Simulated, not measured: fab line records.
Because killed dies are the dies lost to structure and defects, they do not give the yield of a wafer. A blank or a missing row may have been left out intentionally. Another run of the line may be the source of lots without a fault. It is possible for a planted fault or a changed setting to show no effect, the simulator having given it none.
Which of the tools did it? | flow nand harc | 12 lots with 36 wafers sampled at 6 steps, on a route of 1159 steps

== WHAT EACH GAUGE READ, for each wafer ==
NHARC_A_CHANNEL_HOLE_D1_INSPECT_40.
lot  | measured     | on                | raw defect count
L448 | day 8 11:48  | defect inspect-02 | 44 44 48
L447 | day 8 12:01  | defect inspect-01 | 33 45 48
L450 | day 9 08:07  | defect inspect-02 | 63 52 67
L449 | day 9 12:08  | defect inspect-02 | 65 67 73
L451 | day 9 17:15  | defect inspect-01 | 58 60 42
L453 | day 10 07:30 | defect inspect-02 | 549 570 573 565 579 571
L456 | day 10 22:20 | defect inspect-01 | 531 576 575 529 585 565
L463 | day 12 22:40 | defect inspect-02 | 77 64 73
L465 | day 13 02:46 | defect inspect-01 | 109 81 66
L467 | day 13 06:56 | defect inspect-01 | 73 63 92
L469 | day 13 23:53 | defect inspect-01 | 58 37 28
L470 | day 14 11:34 | defect inspect-01 | 63 67 64

NHARC_END_SORT_01.
lot  | measured     | on        | defect limited yield (%) | killed at array | killed at other | killed at periphery | killed dies | killed open | killed short | sort_bin_2_pct (%) | sort_bin_3_pct (%) | sort_bin_4_pct (%) | sort n pass | sort rim yield pct (%) | sort yield pct (%)
L447 | day 19 13:30 | prober-02 | 96.0 97.6 95.9           | 22 11 23        | 0 0 1           | 5 5 4               | 27 16 28    | 4 3 6       | 2 1 2        | 0.3 0.6 1.0        | 0.59 0 0.15        | 3.1 1.8 3.0        | 650 661 649 | 97.2 98.1 98.1         | 96.0 97.6 95.9
L463 | day 24 05:45 | prober-02 | 93.8 93.4 91.6           | 40 40 50        | 0 3 0           | 2 2 7               | 42 45 57    | 1 4 5       | 3 3 1        | 2.4 1.9 3.5        | 0.74 1.18 0.44     | 3.1 3.5 4.4        | 635 632 620 | 99.1 96.2 92.5         | 93.8 93.4 91.6
L467 | day 24 21:18 | prober-02 | 95.6 95.0 94.1           | 29 29 39        | 0 1 0           | 1 4 1               | 30 34 40    | 1 3 3       | 0 3 4        | 0.9 1.2 2.5        | 0.44 0.30 0.30     | 3.1 3.5 3.1        | 647 643 637 | 98.1 98.1 95.3         | 95.6 95.0 94.1

== EACH LOT AND THE TOOL THAT RAN IT (in order: tool; ch and the chambers of the sampled wafers; start) ==
lot  | NHARC_A_CHANNEL_HOLE_D1_ETCH_23  | NHARC_A_CHANNEL_HOLE_D1_ETCH_24  | NHARC_A_CHANNEL_HOLE_D1_ETCH_25  | NHARC_A_CHANNEL_FILL_D1_ALD_03
L448 | har etch-01 ch 0,1, day 8 07:32  | har etch-01 ch 0,1, day 8 08:13  | har etch-01 ch 0,1, day 8 09:00  | ald sin batch-01 ch 0, no start
L447 | har etch-02 ch 0,1, day 8 07:43  | har etch-02 ch 0,1, day 8 08:25  | har etch-02 ch 0,1, day 8 09:11  | ald sin batch-01 ch 0, day 19 13:30 or earlier
L450 | har etch-02 ch 0,1, day 9 03:49  | har etch-02 ch 0,1, day 9 04:31  | har etch-02 ch 0,1, day 9 05:18  | ald sin batch-01 ch 0, no start
L449 | har etch-01 ch 0,1, day 9 07:52  | har etch-01 ch 0,1, day 9 08:34  | har etch-01 ch 0,1, day 9 09:20  | ald sin batch-03 ch 0, no start
L451 | har etch-02 ch 0,1, day 9 13:14  | har etch-02 ch 0,1, day 9 13:56  | har etch-02 ch 0,1, day 9 14:44  | ald sin batch-02 ch 0, no start
L453 | har etch-02 ch 0,1, day 10 03:20 | har etch-02 ch 0,1, day 10 04:02 | har etch-02 ch 0,1, day 10 04:50 | ald sin batch-02 ch 0, no start
L456 | har etch-02 ch 0,1, day 10 18:04 | har etch-02 ch 0,1, day 10 18:46 | har etch-02 ch 0,1, day 10 19:32 | ald sin batch-02 ch 0, no start
L463 | har etch-01 ch 0,1, day 12 18:21 | har etch-01 ch 0,1, day 12 19:03 | har etch-01 ch 0,1, day 12 19:49 | ald sin batch-02 ch 0, day 24 05:45 or earlier
L465 | har etch-01 ch 0,1, day 12 22:31 | har etch-01 ch 0,1, day 12 23:13 | har etch-01 ch 0,1, day 12 23:58 | ald sin batch-01 ch 0, no start
L467 | har etch-01 ch 0,1, day 13 02:40 | har etch-01 ch 0,1, day 13 03:22 | har etch-01 ch 0,1, day 13 04:08 | ald sin batch-01 ch 0, day 24 21:18 or earlier
L469 | har etch-02 ch 0,1, day 13 19:37 | har etch-02 ch 0,1, day 13 20:19 | har etch-02 ch 0,1, day 13 21:04 | ald sin batch-02 ch 0, no start
L470 | har etch-02 ch 0,1, day 14 07:26 | har etch-02 ch 0,1, day 14 08:08 | har etch-02 ch 0,1, day 14 08:55 | ald sin batch-01 ch 0, no start
- NHARC_A_CHANNEL_HOLE_D1_ETCH_23: etches the open film in C4F8/O2/Ar, time 819 s, target depth 1600 nm.
- NHARC_A_CHANNEL_HOLE_D1_ETCH_24: etches the open film in C4F8/O2/Ar, time 906.2 s, target depth 1500 nm.
- NHARC_A_CHANNEL_HOLE_D1_ETCH_25: etches the open film in C4F8/O2/Ar, time 1040.2 s, target depth 1500 nm.
- NHARC_A_CHANNEL_FILL_D1_ALD_03: deposits SiNx, target thk 6 nm, pulse time 60 s, ald cycles 58.

== AS READ BY THE TOOLS THEMSELVES (means over the sampled wafers that have a number; for cases with no such wafer, the mark the record gives instead) ==
NHARC_A_CHANNEL_HOLE_D1_ETCH_23.
lot  | tool        | drypump motor current A (A) | showerhead plenum p Torr (Torr) | throttle valve pct (%)
L448 | har etch-01 | 5.8                         | 3.79                            | 32.153
L447 | har etch-02 | 5.7                         | 3.88                            | 32.152
L450 | har etch-02 | 5.7                         | 3.88                            | 32.159
L449 | har etch-01 | 5.5                         | 3.77                            | 32.161
L451 | har etch-02 | 5.8                         | 3.87                            | 32.158
L453 | har etch-02 | 5.7                         | 3.87                            | 32.158
L456 | har etch-02 | 5.7                         | 3.87                            | 32.159
L463 | har etch-01 | 5.9                         | 3.77                            | 32.158
L465 | har etch-01 | 5.9                         | 3.77                            | 32.149
L467 | har etch-01 | 5.6                         | 3.74                            | 32.151
L469 | har etch-02 | 5.8                         | 3.85                            | 32.155
L470 | har etch-02 | 5.7                         | 3.84                            | 32.157

NHARC_A_CHANNEL_HOLE_D1_ETCH_24.
lot  | tool        | drypump motor current A (A) | showerhead plenum p Torr (Torr) | throttle valve pct (%)
L448 | har etch-01 | 5.8                         | 3.79                            | 32.234
L447 | har etch-02 | 5.7                         | 3.87                            | 32.234
L450 | har etch-02 | 5.7                         | 3.87                            | 32.236
L449 | har etch-01 | 5.6                         | 3.76                            | 32.232
L451 | har etch-02 | 5.8                         | 3.87                            | 32.236
L453 | har etch-02 | 5.7                         | 3.86                            | 32.233
L456 | har etch-02 | 5.7                         | 3.86                            | 32.244
L463 | har etch-01 | 5.8                         | 3.76                            | 32.236
L465 | har etch-01 | 5.8                         | 3.76                            | 32.246
L467 | har etch-01 | 5.6                         | 3.74                            | 32.237
L469 | har etch-02 | 5.8                         | 3.84                            | 32.239
L470 | har etch-02 | 5.8                         | 3.83                            | 32.241

NHARC_A_CHANNEL_HOLE_D1_ETCH_25.
lot  | tool        | drypump motor current A (A) | showerhead plenum p Torr (Torr) | throttle valve pct (%)
L448 | har etch-01 | 5.8                         | 3.79                            | 32.223
L447 | har etch-02 | 5.7                         | 3.87                            | 32.237
L450 | har etch-02 | 5.7                         | 3.87                            | 32.235
L449 | har etch-01 | 5.6                         | 3.76                            | 32.231
L451 | har etch-02 | 5.8                         | 3.86                            | 32.237
L453 | har etch-02 | 5.7                         | 3.86                            | 32.236
L456 | har etch-02 | 5.7                         | 3.86                            | 32.231
L463 | har etch-01 | 5.8                         | 3.76                            | 32.235
L465 | har etch-01 | 5.9                         | 3.76                            | 32.238
L467 | har etch-01 | 5.6                         | 3.74                            | 32.230
L469 | har etch-02 | 5.8                         | 3.84                            | 32.231
L470 | har etch-02 | 5.8                         | 3.83                            | 32.232

NHARC_A_CHANNEL_FILL_D1_ALD_03.
lot  | tool             | precursor pulse height rel
L448 | ald sin batch-01 | 1.008
L447 | ald sin batch-01 | 1.006
L450 | ald sin batch-01 | 1.020
L449 | ald sin batch-03 | 0.998
L451 | ald sin batch-02 | 1.019
L453 | ald sin batch-02 | 0.993
L456 | ald sin batch-02 | 1.021
L463 | ald sin batch-02 | 0.989
L465 | ald sin batch-01 | 0.989
L467 | ald sin batch-01 | 1.000
L469 | ald sin batch-02 | 1.011
L470 | ald sin batch-01 | 1.003

== THE ANSWER, worked out from the rows above alone ==
Rule: the lots themselves supply what counts as usual. The widest of any qualifying gaps counts: lots, ordered by their means at a reading, are off when they make up no more than a third of the lots, leave a main group of 4 or more, and stand apart from it by 3 or more times the standard deviation of that group's means. Not used: any main group whose means are identical at the precision the tables above print for the reading. Also off: a lot with no number at a reading for which 4 or more lots have one. All remaining lots with rows at the step are treated as sound. First the gauges in route order, then the tools' own readings, where a lot's mean is used as printed above. At the first step where some lot is off, the reading lying furthest off is the one used; lots without a number count as furthest.
Off, at NHARC_A_CHANNEL_HOLE_D1_INSPECT_40 on raw defect count: L453, L456. The main group has a mean of 61 with a standard deviation of 14.
A tool fits if, at a process step before that reading, it ran every lot that is off, and no sound lot after the first of them. Gauges at NHARC_A_CHANNEL_HOLE_D1_INSPECT_40: tried the same way as those tools. No candidate that was tried fits.

== WHAT HAD BEEN PUT IN BY THE SIMULATOR ==
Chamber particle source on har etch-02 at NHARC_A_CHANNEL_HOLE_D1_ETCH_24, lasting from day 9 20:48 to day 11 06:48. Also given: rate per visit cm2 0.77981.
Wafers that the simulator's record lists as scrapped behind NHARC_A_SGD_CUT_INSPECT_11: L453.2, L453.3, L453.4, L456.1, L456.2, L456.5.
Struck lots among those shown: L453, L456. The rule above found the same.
